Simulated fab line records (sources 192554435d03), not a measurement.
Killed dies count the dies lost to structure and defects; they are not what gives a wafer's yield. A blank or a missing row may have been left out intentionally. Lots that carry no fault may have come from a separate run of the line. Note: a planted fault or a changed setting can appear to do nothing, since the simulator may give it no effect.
fab line records -- flow n5_finfet
[record] lots = 6, wafers = 18, last_day = 17
route steps=1938 shown BEOL_M4@1027 PASSIVATION@1936
lots that met no fault: from a run of the same line without faults
start_h: the number of hours between the record's first day and the start of the first shown wafer of the lot -- wait_h: time in hours since the lot's previous step -- " same as the row above -- L1.1+2: one row covering several wafers at once -- - value missing, or start not given -- * or withheld: withheld -- < > ~ a bound
route shown NAME@n: names a module that has steps shown in the file, with the first one's number in the route -- usual: mean/standard deviation of fault-free wafers -- same: alike in all rows -- chamber/n: place in a boat -- sites: the reading at each site -- _std_site: standard deviation of those values -- _edge_site: inner sites' mean taken away from outer sites' mean -- radius_mm: how far each site lies from the wafer's centre -- mask NAME#n: copy n -- behind: the last tool/chamber to shape the wafer -- hold: the reason the lot was held/the length of the hold in hours/how it ended -- device: which transistor (n, p or np) failed to switch -- end of line: the same wafers' tests at the end of the route -- a step given without rows: its recipe and nothing more -- killed: dies lost to structure and defects at the first sort, not the wafer's yield -- map: the dies of a wafer, with x for killed, . for not killed, _ for no die there
set.NAME: the setting that was run; set.NAME@STEP: the one run at that earlier step -- model.NAME: the simulator's own value behind a step, which no gauge read
a table for each step, a row for each wafer; lots at some steps of the route
services: when a tool's chamber went out of use (start_h, in hours from the record's first day, below 0 if earlier), for how many hours, and the reason
[[steps]]
[step N5_BEOL_M4_COAT_73]
[recipe] resist = underlayer, temp_c = 205, time_s = 60, spin_rpm = 1500, resist_thk_nm = 5
[step N5_BEOL_M4_COAT_05]
[recipe] resist = CAR-EUV, spin_rpm = 1500, resist_thk_nm = 30
[step N5_BEOL_M4_EBR_07]
[recipe] solvent = PGMEA, ebr_width_mm = 1.5
[step N5_BEOL_M4_SOFTBAKE_06]
[recipe] temp_c = 110, time_s = 60, resist = CAR-EUV
[step N5_BEOL_M4_EXPOSE_08]
[recipe] mask_id = M4, na = 0.33, source_shape = dipole, sigma_inner = 0.369, sigma_outer = 0.767, polarization = unpolarized, dose_mj = 41.25
[step N5_BEOL_M4_PEB_09]
[recipe] peb_temp_c = 100, peb_time_s = 60, resist = CAR-EUV
[step N5_BEOL_M4_DEVELOP_10]
[recipe] develop_time_s = 30, developer = TMAH, resist = CAR-EUV, rinse_liquid = surfactant_rinse, dry = air_spin, dev_temp_c = 23
[step N5_BEOL_M4_CD_MEAS_11]
[recipe] target_cd_nm = 16.79, landing_energy_ev = 500, detector = se_inlens, polarity = opening
[usual] cd_nm = 16.75/0.24
lot.wafer,tool,chamber,start_h,wait_h,cd_nm
L896.1,cd_sem-01,0,160.45,-,16.65
L896.4,cd_sem-01,0,160.45,-,16.84
L896.5,cd_sem-01,0,160.45,-,16.82
L900.3,cd_sem-01,0,193.77,-,16.86
L900.4,cd_sem-01,0,193.77,-,16.97
L900.6,cd_sem-01,0,193.77,-,16.67
L903.2,cd_sem-02,0,205.83,-,16.62
L903.3,cd_sem-02,0,205.83,-,16.69
L903.4,cd_sem-02,0,205.83,-,16.63
L912.1,cd_sem-01,0,267.02,-,16.65
L912.4,cd_sem-01,0,267.02,-,16.79
L912.6,cd_sem-01,0,267.02,-,17.32
L914.3,cd_sem-01,0,267.54,-,16.69
L914.4,cd_sem-01,0,267.54,-,16.78
L914.6,cd_sem-01,0,267.54,-,16.82
L916.2,cd_sem-03,0,300.44,-,16.36
L916.4,cd_sem-03,0,300.44,-,16.77
L916.6,cd_sem-03,0,300.44,-,16.62
[step N5_BEOL_M4_OVL_MEAS_12]
[recipe] points_per_wafer = 522
[usual] M4_OVL = 0.3/0.56
lot.wafer,tool,chamber,start_h,wait_h,M4_OVL[nm]
L896.1,overlay-01,0,160.48,0.0,0.6
L896.4,overlay-01,0,160.48,0.0,0.1
L896.5,overlay-01,0,160.48,0.0,0.6
L900.3,overlay-02,0,193.81,0.0,0.5
L900.4,overlay-02,0,193.81,0.0,0.3
L900.6,overlay-02,0,193.81,0.0,1.0
L903.2,overlay-02,0,205.86,0.0,0.3
L903.3,overlay-02,0,205.86,0.0,0.3
L903.4,overlay-02,0,205.86,0.0,1.4
L912.1,overlay-01,0,267.05,0.0,1.1
L912.4,overlay-01,0,267.05,0.0,-0.2
L912.6,overlay-01,0,267.05,0.0,0.7
L914.3,overlay-02,0,267.58,0.0,0.0
L914.4,overlay-02,0,267.58,0.0,0.1
L914.6,overlay-02,0,267.58,0.0,0.0
L916.2,overlay-01,0,300.48,0.0,-1.0
L916.4,overlay-01,0,300.48,0.0,-0.2
L916.6,overlay-01,0,300.48,0.0,0.1
[step N5_BEOL_M4_INSPECT_13]
[recipe] mode = adi, inspect_instrument = brightfield
[usual] raw_defect_count = 392/85
lot.wafer,tool,chamber,start_h,wait_h,raw_defect_count
L896.1,defect_inspect-01,-,160.54,0.1,236
L896.4,defect_inspect-01,-,160.54,0.1,247
L896.5,defect_inspect-01,-,160.54,0.1,322
L900.3,defect_inspect-02,-,193.86,0.0,358
L900.4,defect_inspect-02,-,193.86,0.0,258
L900.6,defect_inspect-02,-,193.86,0.0,305
L903.2,defect_inspect-02,-,205.92,0.0,374
L903.3,defect_inspect-02,-,205.92,0.0,389
L903.4,defect_inspect-02,-,205.92,0.0,284
L912.1,defect_inspect-01,-,267.11,0.1,527
L912.4,defect_inspect-01,-,267.11,0.1,444
L912.6,defect_inspect-01,-,267.11,0.1,441
L914.3,defect_inspect-01,-,267.63,0.0,443
L914.4,defect_inspect-01,-,267.63,0.0,464
L914.6,defect_inspect-01,-,267.63,0.0,528
L916.2,defect_inspect-02,-,300.53,0.0,369
L916.4,defect_inspect-02,-,300.53,0.0,409
L916.6,defect_inspect-02,-,300.53,0.0,363
[step N5_BEOL_M4_DESCUM_16]
[recipe] chemistry = O2, time_s = 7, source_power_w = 50, bias_power_w = 20, pressure_mtorr = 20, rf_frequency_hz = 2.712e+07, temp_c = 40, resist = CAR-EUV, o2_flow_sccm = 225
[usual] drypump_motor_current_A = 6.0/0.38, oes_product_au = 0.81/0.084, rf_vpp_V = 243.0/1.1, showerhead_plenum_p_Torr = 2.09/0.052, throttle_valve_pct = 20.48/0.26
lot.wafer,tool,chamber,start_h,wait_h,drypump_motor_current_A,oes_product_au,rf_hours_counter_h,rf_vpp_V,showerhead_plenum_p_Torr,throttle_valve_pct
L896.1,rie_diel-05,3,160.64,0.1,6.2,0.72,203,243.4,2.16,20.79
L896.4,rie_diel-05,0,160.64,0.1,6.0,0.85,66,242.6,2.03,20.12
L896.5,rie_diel-05,1,160.64,0.1,6.2,0.68,-,241.8,2.06,20.80
L900.3,rie_diel-05,3,193.91,0.0,6.2,0.70,-,245.2,2.15,20.82
L900.4,rie_diel-05,2,193.91,0.0,6.3,0.80,-,241.3,2.03,20.16
L900.6,rie_diel-05,2,193.91,0.0,6.3,0.80,-,242.1,2.03,20.16
L903.2,rie_diel-05,2,206.57,0.7,6.3,0.80,93,242.8,2.02,20.18
L903.3,rie_diel-05,0,206.57,0.7,6.0,0.84,82,242.3,2.03,20.15
L903.4,rie_diel-05,2,206.57,0.7,6.3,0.79,-,240.7,2.02,20.18
L912.1,rie_diel-03,1,267.30,0.2,6.5,0.86,45,241.5,2.04,20.64
L912.4,rie_diel-03,1,267.30,0.2,6.5,0.86,-,243.0,2.04,20.64
L912.6,rie_diel-03,0,267.30,0.2,5.7,0.81,-,243.6,2.10,20.67
L914.3,rie_diel-03,3,267.92,0.3,6.4,0.78,144,243.6,2.10,20.36
L914.4,rie_diel-03,2,267.92,0.3,5.5,1.01,0,244.6,2.13,20.60
L914.6,rie_diel-03,3,267.92,0.3,6.3,0.78,-,243.5,2.10,20.37
L916.2,rie_diel-05,2,300.59,0.1,6.3,0.76,125,242.5,2.01,20.24
L916.4,rie_diel-05,2,300.59,0.1,6.3,0.77,-,240.9,2.01,20.21
L916.6,rie_diel-05,1,300.59,0.1,6.2,0.85,-,241.7,2.05,20.51
[step N5_BEOL_M4_ETCH_74]
[recipe] chemistry = N2/H2, target = underlayer, target_depth_a = 65, mask_material = CAR-EUV, time_s = 5.2, ion_energy_ev = 200, pressure_mtorr = 30, source_w = 840, bias_w = 150, n2_flow_sccm = 200, h2_flow_sccm = 200, ends = cleared
[usual] drypump_motor_current_A = 6.0/0.38, etch_rf_on_time_s = 5.20/0.066, oes_product_au = 0.69/0.073, rf_vpp_V = 523.8/2.1, showerhead_plenum_p_Torr = 2.54/0.062, throttle_valve_pct = 17.93/0.27
lot.wafer,tool,chamber,start_h,wait_h,drypump_motor_current_A,etch_rf_on_time_s,oes_product_au,rf_hours_counter_h,rf_vpp_V,showerhead_plenum_p_Torr,throttle_valve_pct
L896.1,rie_diel-05,3,160.68,0.0,6.2,5.22,0.61,203,528.6,2.63,18.29
L896.4,rie_diel-05,0,160.68,0.0,6.0,5.23,0.71,66,521.9,2.48,17.66
L896.5,rie_diel-05,1,160.68,0.0,6.2,5.38,0.59,-,522.9,2.50,18.21
L900.3,rie_diel-05,3,193.95,0.0,6.2,5.28,0.59,-,524.8,2.62,18.31
L900.4,rie_diel-05,2,193.95,0.0,6.3,5.19,0.68,-,520.6,2.47,17.64
L900.6,rie_diel-05,2,193.95,0.0,6.3,5.17,0.69,-,523.2,2.47,17.62
L903.2,rie_diel-05,2,206.60,0.0,6.3,5.09,0.67,93,523.8,2.46,17.64
L903.3,rie_diel-05,0,206.60,0.0,6.1,5.14,0.70,82,521.8,2.47,17.70
L903.4,rie_diel-05,2,206.60,0.0,6.3,5.12,0.68,-,523.2,2.46,17.65
L912.1,rie_diel-03,1,267.33,0.0,6.5,5.15,0.74,45,523.6,2.49,18.05
L912.4,rie_diel-03,1,267.33,0.0,6.5,5.20,0.73,-,523.5,2.49,18.01
L912.6,rie_diel-03,0,267.33,0.0,5.8,5.09,0.69,-,525.3,2.56,18.16
L914.3,rie_diel-03,3,267.95,0.0,6.3,5.20,0.65,144,524.5,2.55,17.79
L914.4,rie_diel-03,2,267.95,0.0,5.5,5.11,0.87,0,527.3,2.61,18.10
L914.6,rie_diel-03,3,267.95,0.0,6.3,5.13,0.66,-,526.5,2.55,17.76
L916.2,rie_diel-05,2,300.63,0.0,6.3,5.23,0.65,125,519.4,2.45,17.72
L916.4,rie_diel-05,2,300.63,0.0,6.3,5.25,0.65,-,522.2,2.45,17.71
L916.6,rie_diel-05,1,300.63,0.0,6.2,5.21,0.73,-,522.1,2.48,17.87
[step N5_BEOL_M4_ETCH_63]
[recipe] chemistry = CF4, target = SiARC, target_depth_a = 156, mask_material = CAR-EUV, time_s = 26, ion_energy_ev = 80, pressure_mtorr = 40, source_w = 545, bias_w = 36, Ar_flow_sccm = 100, cf4_flow_sccm = 100, ends = cleared
[usual] drypump_motor_current_A = 6.0/0.38, etch_rf_on_time_s = 26.0/0.38, mfc_ar_sccm = 100.03/0.3, oes_product_au = 0.69/0.071, rf_vpp_V = 184.2/1, showerhead_plenum_p_Torr = 2.14/0.05, throttle_valve_pct = 15.66/0.27
lot.wafer,tool,chamber,start_h,wait_h,drypump_motor_current_A,etch_rf_on_time_s,mfc_ar_sccm,oes_product_au,rf_hours_counter_h,rf_vpp_V,showerhead_plenum_p_Torr,throttle_valve_pct
L896.1,rie_diel-05,3,160.69,0.0,6.2,26.2,100.07,0.61,203,184.4,2.21,16.00
L896.4,rie_diel-05,0,160.69,0.0,6.1,25.8,100.35,0.73,66,183.2,2.08,15.26
L896.5,rie_diel-05,1,160.69,0.0,6.3,26.9,100.29,0.59,-,183.0,2.10,15.99
L900.3,rie_diel-05,3,193.98,0.0,6.2,17.3,100.09,0.78,-,185.4,2.21,16.04
L900.4,rie_diel-05,2,193.98,0.0,6.3,16.9,99.66,0.89,-,183.5,2.09,15.40
L900.6,rie_diel-05,2,193.98,0.0,6.3,16.9,99.84,0.89,-,183.9,2.08,15.39
L903.2,rie_diel-05,2,206.62,0.0,6.3,17.0,99.87,0.88,93,182.3,2.08,15.42
L903.3,rie_diel-05,0,206.62,0.0,6.0,17.1,99.88,0.91,82,183.8,2.08,15.30
L903.4,rie_diel-05,2,206.62,0.0,6.3,16.9,100.22,0.88,-,183.7,2.08,15.40
L912.1,rie_diel-03,1,267.35,0.0,6.5,25.7,99.99,0.74,45,183.3,2.09,15.75
L912.4,rie_diel-03,1,267.35,0.0,6.5,26.0,99.98,0.73,-,182.9,2.09,15.74
L912.6,rie_diel-03,0,267.35,0.0,5.7,25.8,100.12,0.70,-,185.2,2.16,15.87
L914.3,rie_diel-03,3,267.97,0.0,6.3,25.4,100.06,0.66,144,185.1,2.14,15.56
L914.4,rie_diel-03,2,267.97,0.0,5.5,25.4,100.58,0.86,0,186.2,2.19,15.75
L914.6,rie_diel-03,3,267.97,0.0,6.3,25.7,100.58,0.66,-,184.5,2.14,15.55
L916.2,rie_diel-05,2,300.64,0.0,6.3,25.8,99.71,0.65,125,182.8,2.07,15.46
L916.4,rie_diel-05,2,300.64,0.0,6.3,25.8,99.69,0.65,-,183.3,2.07,15.46
L916.6,rie_diel-05,1,300.64,0.0,6.2,26.2,100.03,0.73,-,183.6,2.09,15.58
[step N5_BEOL_M4_ETCH_64]
[recipe] chemistry = N2/H2, target = SOC, target_depth_a = 750, overetch_a = 225, mask_material = SiARC, temp_c = 40, time_s = 121.9, ion_energy_ev = 200, pressure_mtorr = 30, source_w = 840, bias_w = 150, n2_flow_sccm = 200, h2_flow_sccm = 200
[usual] drypump_motor_current_A = 6.0/0.38, oes_product_au = 0.62/0.061, rf_vpp_V = 523.8/2, showerhead_plenum_p_Torr = 2.54/0.062, throttle_valve_pct = 17.89/0.27
lot.wafer,tool,chamber,start_h,wait_h,drypump_motor_current_A,oes_product_au,rf_hours_counter_h,rf_vpp_V,showerhead_plenum_p_Torr,throttle_valve_pct
L896.1,rie_diel-05,3,160.72,0.0,6.2,0.55,203,526.7,2.63,18.26
L896.4,rie_diel-05,0,160.72,0.0,6.1,0.64,66,522.1,2.48,17.64
L896.5,rie_diel-05,1,160.72,0.0,6.2,0.53,-,523.4,2.50,18.19
L900.3,rie_diel-05,3,194.06,0.1,6.2,0.54,-,527.6,2.62,18.27
L900.4,rie_diel-05,2,194.06,0.1,6.3,0.60,-,521.5,2.47,17.59
L900.6,rie_diel-05,2,194.06,0.1,6.3,0.61,-,521.7,2.47,17.59
L903.2,rie_diel-05,2,206.65,0.0,6.3,0.60,93,520.6,2.46,17.60
L903.3,rie_diel-05,0,206.65,0.0,6.0,0.62,82,521.9,2.47,17.65
L903.4,rie_diel-05,2,206.65,0.0,6.3,0.60,-,521.3,2.46,17.61
L912.1,rie_diel-03,1,267.38,0.0,6.5,0.65,45,522.8,2.49,17.99
L912.4,rie_diel-03,1,267.38,0.0,6.5,0.66,-,522.1,2.49,17.98
L912.6,rie_diel-03,0,267.38,0.0,5.7,0.61,-,524.9,2.56,18.12
L914.3,rie_diel-03,3,268.00,0.0,6.3,0.59,144,523.5,2.55,17.75
L914.4,rie_diel-03,2,268.00,0.0,5.5,0.76,0,526.4,2.61,18.03
L914.6,rie_diel-03,3,268.00,0.0,6.3,0.58,-,522.5,2.55,17.75
L916.2,rie_diel-05,2,300.67,0.0,6.3,0.57,125,520.0,2.45,17.67
L916.4,rie_diel-05,2,300.67,0.0,6.3,0.58,-,521.4,2.45,17.68
L916.6,rie_diel-05,1,300.67,0.0,6.2,0.65,-,522.8,2.48,17.80
[step N5_BEOL_M4_RC_MEAS_101]
[usual] DIBL_N = 36.5/1.4, DIBL_P = 36.9/1.7, IOFF_N = 0.163/0.023, IOFF_P = 0.22/0.032, ION_N = 673/9, ION_P = 462/7.5, SS_N = 71.6/0.54, SS_P = 73.4/0.62, VT_N = 249.8/2.8, VT_P = -250/3.5
lot.wafer,tool,chamber,start_h,wait_h,DIBL_N[mV/V],DIBL_P[mV/V],IOFF_N[nA/um],IOFF_P[nA/um],ION_N[uA/um],ION_P[uA/um],SS_N[mV/dec],SS_P[mV/dec],VT_N[mV],VT_P[mV]
L896.1,prober-01,0,167.14,0.0,36.8,38.2,0.177,0.25,682,471,71.9,74.2,249.3,-248
L896.4,prober-01,0,167.14,0.0,36.7,37.7,0.171,0.24,671,459,72.5,72.9,248.2,-248
L896.5,prober-01,0,167.14,0.0,36.8,37.4,0.170,0.23,666,459,71.6,73.5,250.0,-249
L900.3,prober-02,0,210.84,0.3,38.4,39.6,0.184,0.24,685,471,71.8,74.1,247.9,-248
L900.4,prober-02,0,210.84,0.3,38.0,38.6,0.175,0.23,663,456,72.2,73.2,250.1,-251
L900.6,prober-02,0,210.84,0.3,37.1,38.3,0.159,0.21,682,467,71.9,73.0,247.3,-252
L903.2,prober-01,0,213.27,0.2,34.3,35.5,0.149,0.22,677,468,72.3,73.1,248.2,-249
L903.3,prober-01,0,213.27,0.2,35.8,37.1,0.162,0.24,670,465,71.9,73.6,251.1,-247
L903.4,prober-01,0,213.27,0.2,35.5,36.8,0.170,0.24,676,467,72.5,73.2,248.0,-249
L912.1,prober-02,0,276.53,0.0,36.5,38.4,0.171,0.22,669,457,71.6,73.4,248.7,-248
L912.4,prober-02,0,276.53,0.0,36.6,38.5,0.178,0.23,683,469,72.6,72.7,249.9,-249
L912.6,prober-02,0,276.53,0.0,36.5,38.4,0.169,0.22,681,467,71.5,73.4,249.4,-252
L914.3,prober-01,0,278.24,0.3,34.9,37.1,0.153,0.22,675,473,71.8,73.9,251.9,-244
L914.4,prober-01,0,278.24,0.3,35.1,36.5,0.143,0.22,672,464,72.2,73.9,255.5,-249
L914.6,prober-01,0,278.24,0.3,34.1,35.7,0.139,0.20,670,467,70.9,72.9,253.1,-249
L916.2,prober-01,0,307.80,0.2,33.6,33.8,0.129,0.17,665,462,70.9,72.0,249.9,-254
L916.4,prober-01,0,307.80,0.2,34.3,35.2,0.147,0.19,677,464,70.7,73.3,246.3,-250
L916.6,prober-01,0,307.80,0.2,32.6,33.7,0.118,0.17,672,468,70.5,72.9,253.8,-254
[step N5_PASSIVATION_PROBE_49]
[usual] defect_limited_yield = 91.2/1.4, killed_at_M0_to_M3 = 35/11, killed_at_M4_up = 12/4.2, killed_at_contacts = 13/5.6, killed_at_front_end = 40/12, killed_at_other = 3.3/2.6, killed_dies = 103/17, killed_open = 68/12, killed_short = 34/7.6, sort_bin_5_function = 5.1/0.95, sort_bin_6_memory = 3.3/0.68, sort_n_pass = 1077/17, sort_yield_pct = 91.2/1.4
[same] gross_dies = 1180, killed_at_back_side = 0, sort_bin_4_leakage[%] = 0, sort_bin_8_speed[%] = 0
lot.wafer,tool,chamber,start_h,wait_h,defect_limited_yield[%],killed_at_M0_to_M3,killed_at_M4_up,killed_at_contacts,killed_at_front_end,killed_at_other,killed_dies,killed_open,killed_short,sort_bin_5_function[%],sort_bin_6_memory[%],sort_n_pass,sort_yield_pct[%]
L900.3,prober-02,-,318.83,0.1,90.4,41,11,14,47,0,113,74,36,4.8,4.0,1067,90.4
L900.4,prober-02,-,318.88,0.2,91.8,32,5,12,41,7,97,61,36,4.7,3.0,1083,91.8
L900.6,prober-02,-,318.98,0.3,92.3,25,16,21,24,5,91,60,29,4.4,3.0,1089,92.3
// killed by level:class
L900.3 MOL_CONTACT_COAG:geometric_particle:open=12 BEOL_M1:geometric_particle:open=10 FIN_SAQP:geometric_particle:short=9 FIN_SAQP:geometric_particle:open=8 STI_FIN_REVEAL:geometric_particle:open=7 BEOL_M3:geometric_particle:open=7 DUMMY_GATE:geometric_particle:open=5 BEOL_M0:geometric_particle:open=5
L900.4 FIN_SAQP:geometric_particle:open=13 MOL_CONTACT_COAG:geometric_particle:open=11 FIN_SAQP:geometric_particle:short=10 BEOL_M0_SAQP:geometric_particle:short=9 BEOL_M1:geometric_particle:open=8 STI_FIN_REVEAL:geometric_particle:open=4 MIM_TOP_ETCH:geometric_particle:open=4 DUMMY_GATE:geometric_particle:open=3
L900.6 MOL_CONTACT_COAG:geometric_particle:open=15 BEOL_M1:geometric_particle:open=11 BEOL_M4:geometric_particle:open=10 MOL_CONTACT_COAG:geometric_particle:short=6 FIN_SAQP:geometric_particle:short=4 BEOL_M0_SAQP:geometric_particle:open=4 BEOL_M0_SAQP:geometric_particle:short=4 BEOL_M1:geometric_particle:short=4
[[services]]
tool,chamber,start_h,hours,kind
rie_diel-03,1,165.50,5.0,repair
rie_diel-05,1,177.38,-,clean
rie_diel-05,1,177.38,-,consumable_replace:focus_ring
rie_diel-05,1,177.38,21.6,scheduled_down
rie_diel-05,1,177.38,21.6,vent_cycle
rie_diel-05,3,202.56,13.1,repair
rie_diel-03,2,245.19,-,clean
rie_diel-03,2,245.19,-,consumable_replace:focus_ring
rie_diel-03,2,245.19,22.5,scheduled_down
rie_diel-03,2,245.19,22.5,vent_cycle
rie_diel-03,2,282.26,6.2,repair
rie_diel-05,3,297.86,-,clean
rie_diel-05,3,297.86,-,consumable_replace:focus_ring
rie_diel-05,3,297.86,17.7,scheduled_down
rie_diel-05,3,297.86,17.7,vent_cycle
[[key]]
[first_sign] step = N5_BEOL_M4_ETCH_63, reading = etch_rf_on_time_s, direction = down, sigmas = 24, usual = *, struck = *
[effect] step = N5_BEOL_M4_ETCH_63, reading = oes_product_au, direction = up, sigmas = 2.5, usual = 0.69, struck = 0.87
met_at N5_BEOL_M4_ETCH_63
struck_wafers L900.3,L900.4,L900.6,L903.2,L903.3,L903.4
onset_between 160.69 193.98
[fault] kind = process_parameter_drift, tool = rie_diel-05, chamber = -, onset_h = 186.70, steps = N5_BEOL_M4_ETCH_63, channel = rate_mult, offset = 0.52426, shape = step, end_h = 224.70
